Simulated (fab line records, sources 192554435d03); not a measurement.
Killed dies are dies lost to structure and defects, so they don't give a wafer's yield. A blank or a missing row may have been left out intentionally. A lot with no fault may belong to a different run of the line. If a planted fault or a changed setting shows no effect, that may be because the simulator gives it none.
Comparing a struck lot with a sound one :: flow n5-finfet :: 39 steps out of a route of 1938
Sound: the wafers L337.2, L337.3, L337.5. Struck: wafer L343.3; the same lot's L343.4 was not struck, so it is left out; see the end for the cause.
Order at every step that has rows: each side's tool, ch and its chambers, its first start. Under that, the readings that differ: sound wafers :: struck wafers :: difference of the means :: sigmas: that difference in standard deviations of wafers without a fault.
alike: a reading whose means differ by less than 2 such deviations, as well as words and numbers matching on both sides. not compared: withheld readings; readings where some wafer has no value; bounds like >300 that might hide an equal value; numbers whose values overlap and for which the record gives no deviation.
A row with sigmas, a row that says differs or no value, or rows on one side alone: a step with any of these is where the two part. Numbers that don't overlap but have no deviation are shown without sigmas and don't part them. Lack of a reading on every wafer of one side parts them only where that side has two or more wafers.

first, 9 steps without rows for these wafers: N5_BEOL_M4_ANNEAL_95 (time 240 s); N5_BEOL_M4_SPUTTER_96 (material Cu, target thk 4.5 nm, time 8.29 s); N5_BEOL_M4_ECD_50 (material Cu, target thk 300 nm); N5_BEOL_M4_ANNEAL_51 (time 90 s); N5_BEOL_M4_CMP_52 (polishes, stops on SiOC, t overpolish 6.8 s, target thk 40 nm); N5_BEOL_M4_PRE_CLEAN_60 (time 15 s); N5_BEOL_M4_CO_CAP_55 (material Co, precursor CCTBA/H2, target thk 2 nm, time 102.1 s); N5_BEOL_M4_PRE_CLEAN_56 (time 15 s); N5_BEOL_M4_DEP_57 (deposits SiCN from 3MS/NH3, target thk 8 nm, time 14 s).
N5_BEOL_M4_RC_MEAS_101:
  sound on prober-02 ch 0, day 9 12:48; struck on prober-01 ch 0, day 10 20:33
reading: ION_P (uA/um)
sound: 461 467 471
struck: 488
difference: +22
sigmas: +2
  alike: DIBL_N, DIBL_P, IOFF_N, IOFF_P, ION_N, SS_N, SS_P, VT_N, VT_P
then, 24 steps without rows for these wafers: N5_BEOL_M5_ILD_DEP_00 (deposits SiCOH lowk from DEMS/porogen, target thk 140.64 nm, time 25.9 s); N5_BEOL_M5_CURE_79 (cures SiCOH lowk, time 240 s); N5_BEOL_M5_PECVD_70 (deposits SiO2 from TEOS/O2, target thk 16 nm, time 18 s); N5_BEOL_M5_HM_DEP_02 (deposits TiN, target thk 20 nm); N5_BEOL_M5_COAT_59 (time 60 s, resist thk 60 nm); N5_BEOL_M5_COAT_60 (time 60 s, resist thk 12 nm); N5_BEOL_M5_COAT_71 (time 60 s, resist thk 5 nm); N5_BEOL_M5_COAT_05 (resist thk 30 nm); N5_BEOL_M5_EBR_07; N5_BEOL_M5_SOFTBAKE_06 (time 60 s); N5_BEOL_M5_EXPOSE_08 (exposes mask M5, target cd 28 nm); N5_BEOL_M5_PEB_09 (peb time 60 s); N5_BEOL_M5_DEVELOP_10 (develop time 30 s); N5_BEOL_M5_DESCUM_16 (chemistry O2, time 7 s); N5_BEOL_M5_ETCH_72 (etches underlayer in N2/H2, target depth 6.5 nm, time 5.2 s); N5_BEOL_M5_ETCH_61 (etches SiARC in CF4, target depth 15.6 nm, time 26 s); N5_BEOL_M5_ETCH_62 (etches SOC in N2/H2, target depth 75 nm, overetch 15 nm, time 112.5 s); N5_BEOL_M5_STRIP_63 (strips in N2/H2); N5_BEOL_M5_STRIP_73 (strips in N2/H2); N5_BEOL_M5_STRIP_64 (strips in CF4); N5_BEOL_M5_HM_OPEN_17 (chemistry Cl2/BCl3, target TiN, target depth 20 nm, overetch 6 nm); N5_BEOL_M5_STRIP_19 (strips in O2); N5_BEOL_M5_COAT_65 (time 60 s, resist thk 60 nm); N5_BEOL_M5_COAT_66 (time 60 s, resist thk 12 nm).
-- record jumps: 2 days separate the struck wafers' starts on either side; left off in module BEOL_M5, taken up again in module BEOL_M9, whose first shown step is the route's number 1405 --
N5_BEOL_M9_HM_DEP_02: deposits TiN, target thk 20 nm.
  struck on pvd-sputter-01, day 13 00:07; sound on pvd-sputter-01, day 11 05:13
reading: model.TiN_of_BEOL_M9_HM_DEP_02.thk-nm (nm)
sound: 19.8 19.8 19.8
struck: 27.8
difference: +8.0
sigmas: 
  alike: throttle-valve-pct
N5_BEOL_M9_HM_OPEN_17: chemistry Cl2/BCl3, target TiN, target depth 20 nm, overetch 6 nm.
  sound on rie-metal-02 ch 0,1, day 11 05:56; struck on rie-metal-02 ch 0, day 13 00:52
reading: oes-product-au (a.u.)
sound: 0.59 0.72 0.59
struck: 0.85
difference: +0.22
sigmas: +3

reading: model.etch.depth-nm (nm)
sound: 19.76 19.78 19.77
struck: 25.93
difference: +6.16
sigmas: 
  alike: bcl3-flow-sccm, chamber-pressure-mTorr, drypump-motor-current-A, throttle-valve-pct
  not compared: rf-hours-counter-h
N5_BEOL_M9_TRENCH_ETCH_37: etches SiCOH lowk in C4F6/O2, target depth 151.43 nm, time 49 s.
  sound on rie-diel-02 ch 1,2,3; struck on rie-diel-01 ch 0
reading: model.TiN_of_BEOL_M9_HM_DEP_02.thk-nm (nm)
sound: 15.6 15.6 15.6
struck: 23.6
difference: +8.0
sigmas: 
  alike: chamber-pressure-mTorr, drypump-motor-current-A, oes-product-au, rf-vpp-V, showerhead-plenum-p-Torr, throttle-valve-pct
  not compared: rf-hours-counter-h
N5_BEOL_M9_OCD_MEAS_38:
  struck on ocd-01, day 13 02:31; sound on ocd-01, day 11 11:31
reading: trench-depth-nm (nm)
sound: 150.1 149.2 148.3
struck: 109.2
difference: -40.0
sigmas: -16
-- record jumps: 3 days separate the struck wafers' starts on either side; left off in module BEOL_M9, taken up again in module PASSIVATION, whose first shown step is the route's number 1936 --
N5_PASSIVATION_PROBE_49:
  the record has rows for the struck wafers here (prober-01, day 15 18:47) and none for the sound ones

WHERE THEY PART
First at N5_BEOL_M4_RC_MEAS_101; last, within this record, at N5_PASSIVATION_PROBE_49.

WHY: what the simulator had put in
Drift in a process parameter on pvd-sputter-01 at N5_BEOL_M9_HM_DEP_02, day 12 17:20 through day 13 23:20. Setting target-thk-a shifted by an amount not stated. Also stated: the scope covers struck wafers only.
